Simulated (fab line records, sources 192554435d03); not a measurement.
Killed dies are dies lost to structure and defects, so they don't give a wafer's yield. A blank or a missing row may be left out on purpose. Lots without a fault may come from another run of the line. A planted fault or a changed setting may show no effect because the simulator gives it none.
Chamber matching | flow n5_finfet | N5_BEOL_M0_SAQP_DESCUM_19 on rie_diel-06: 4 sister chambers
The step chemistry O2, time 7.9 s. 4 wafers are shown with their chamber, then 7 later ones without.

WAFERS WITH THEIR CHAMBER
wafer  | chamber | showerhead_plenum_p_Torr (Torr)
L080.5 | 1       | 1.99
L081.5 | 2       | 2.17
L094.1 | 3       | 2.06
L094.4 | 0       | 2.13

WAFERS WITHOUT THEIR CHAMBER
wafer  | showerhead_plenum_p_Torr (Torr)
L094.5 | 2.16
L095.1 | 2.16
L095.3 | 2.06
L095.6 | 2.16
L097.1 | 2.16
L097.2 | 1.98
L097.3 | 2.13

WHICH CHAMBER EACH WENT THROUGH
wafer  | from the rows above | in truth
L094.5 | 2                   | 2
L095.1 | 2                   | 2
L095.3 | 3                   | 3
L095.6 | 2                   | 2
L097.1 | 2                   | 2
L097.2 | 1                   | 1
L097.3 | 0                   | 0
Placed correctly: 7 of 7. Can't be placed from these rows: 0. Placed wrongly: 0.
How it was worked out, from the rows above alone: a wafer's distance from a chamber is the root of the sum, over the readings, of the square of ((its reading less the chamber's mean) divided by the reading's scatter). The wafer belongs to the nearest chamber; if the next one is less than 2 further off, it can't be placed. A chamber's mean is the mean of its shown wafers. The scatter: with one shown wafer a chamber, the root of the mean of the squares of how far each hidden wafer lies from its nearest shown one.
